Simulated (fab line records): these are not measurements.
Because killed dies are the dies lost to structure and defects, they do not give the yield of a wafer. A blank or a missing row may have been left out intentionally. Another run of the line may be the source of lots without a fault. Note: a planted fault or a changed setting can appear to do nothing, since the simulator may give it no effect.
Lot-split experiment | flow n5_finfet | on a route of 1938 steps: 7 lots, 21 wafers read

== ON THE SPLIT ==
At N5_BEOL_M11_COAT_59 (time 60 s, resist thk 100 nm), the setting spin_rpm was moved away from the recipe's 1500 rpm on 9 of the 21 wafers read, by -7.6% to +4.7%. All remaining wafers had this setting at the recipe value.

== FROM THE SPLIT TO THE READING: what the file shows between them, 4 steps ==
- N5_BEOL_M11_COAT_60: time 60 s, resist thk 30 nm
- N5_BEOL_M11_COAT_05: resist thk 90 nm
- N5_BEOL_M11_DESCUM_16: chemistry O2, time 7.9 s
- N5_BEOL_M11_ETCH_61: etches SiARC in CF4, target depth 39 nm, time 65 s

== THE READING ==
etch.depth_nm (the simulator's own value, which no gauge read), in nm, at N5_BEOL_M11_ETCH_62 (etches SOC in N2/H2, target depth 110 nm, overetch 22 nm, time 165 s). There is no usual value for it anywhere in the file. The 12 wafers here that ran the recipe average 99.88 nm, standard deviation 0.26 nm.

wafer  | tool, chamber at the split | spin_rpm as run, rpm | against the recipe | etch.depth_nm, nm | against lot-mates on the recipe
L083.2 | litho_track-04, 0          | 1386                 | -7.6%              | 103.8             | +3.85
L083.6 | litho_track-04, 0          | 1386                 | -7.6%              | 103.8             | +3.85
L083.5 | litho_track-04, 0          | 1500                 | recipe             | 99.95             | -
L084.2 | litho_track-04, 0          | 1500                 | recipe             | 99.92             | -
L084.5 | litho_track-04, 0          | 1500                 | recipe             | 99.92             | -
L084.4 | litho_track-04, 0          | 1500                 | recipe             | 99.59             | -
L086.1 | litho_track-04, 0          | 1500                 | recipe             | 99.52             | -
L086.4 | litho_track-04, 0          | 1500                 | recipe             | 99.59             | -
L086.6 | litho_track-04, 0          | 1500                 | recipe             | 99.65             | -
L089.1 | litho_track-04, 0          | 1500                 | recipe             | 100.3             | -
L089.4 | litho_track-04, 0          | 1395                 | -7.0%              | 103.8             | +3.60
L089.5 | litho_track-04, 0          | 1500                 | recipe             | 100.1             | -
L091.1 | litho_track-04, 0          | 1500                 | recipe             | 99.73             | -
L091.2 | litho_track-04, 0          | 1443                 | -3.8%              | 101.7             | +1.97
L091.3 | litho_track-04, 0          | 1443                 | -3.8%              | 101.6             | +1.87
L093.1 | litho_track-04, 0          | 1552                 | +3.5%              | 98.56             | -1.44
L093.4 | litho_track-04, 0          | 1500                 | recipe             | 100               | -
L093.6 | litho_track-04, 0          | 1552                 | +3.5%              | 98.36             | -1.64
L096.4 | litho_track-03, 0          | 1571                 | +4.7%              | 97.92             | -2.38
L096.6 | litho_track-03, 0          | 1571                 | +4.7%              | 97.92             | -2.38
L096.5 | litho_track-03, 0          | 1500                 | recipe             | 100.3             | -

THE FIT
A straight line over all 21 wafers: etch.depth_nm changes by -0.486 nm for each +1% of spin_rpm; r = -0.99; the points scatter about the line by 0.27 nm.
The same after taking each lot's own level away (the mean of its wafers on the recipe; 21 wafers): -0.5 nm for each +1%; r = -1.00; scatter 0.1 nm.
Per that fit: largest spin_rpm move, reading shift of 3.8 nm.
The lots' own levels span 99.587 to 100.300 nm, that is 2.8 times the standard deviation above.
So the lot-to-lot level changes the slope little: the two slopes agree.
Check: +3.82 nm against its lot-mates is what the line predicts for one of the wafers moved furthest among these (-7.6%) when that wafer is left out of the fit. It came out at +3.85 nm against them.

== THE OTHER SPLITS THESE WAFERS WENT THROUGH ==
Before the reading, these wafers also passed through other splits. Each is held against what the fit with the lots' levels taken away leaves over:
other split on the same wafers     | wafers away from the commonest value | r with etch.depth_nm (lot level and that fit taken away)
N5_BEOL_M9_DEP_56 time_s           | 6                                    | -0.18
N5_BEOL_M10_HM_DEP_02 target_thk_a | 9                                    | +0.04
N5_BEOL_M11_PECVD_70 time_s        | 6                                    | -0.30

== THE WHOLE CHAIN: every reading that the file lists as answering this split, in the file's order ==
step                | what it does                                                         | reading                                                                         | change (the file's fit)               | r (the file's)
N5_BEOL_M11_COAT_59 | time 60 s, resist thk 100 nm                                         | SOC_of_BEOL_M11_COAT_59.thk_nm (the simulator's own value, which no gauge read) | -0.49 nm for each +1% of the setting  | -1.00
N5_BEOL_M11_ETCH_62 | etches SOC in N2/H2, target depth 110 nm, overetch 22 nm, time 165 s | etch.depth_nm (the simulator's own value, which no gauge read)                  | -0.502 nm for each +1% of the setting | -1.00

== THE FILE'S OWN FIT ==
etch.depth_nm changes by -0.502 nm for each +1% of spin_rpm, r = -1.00.
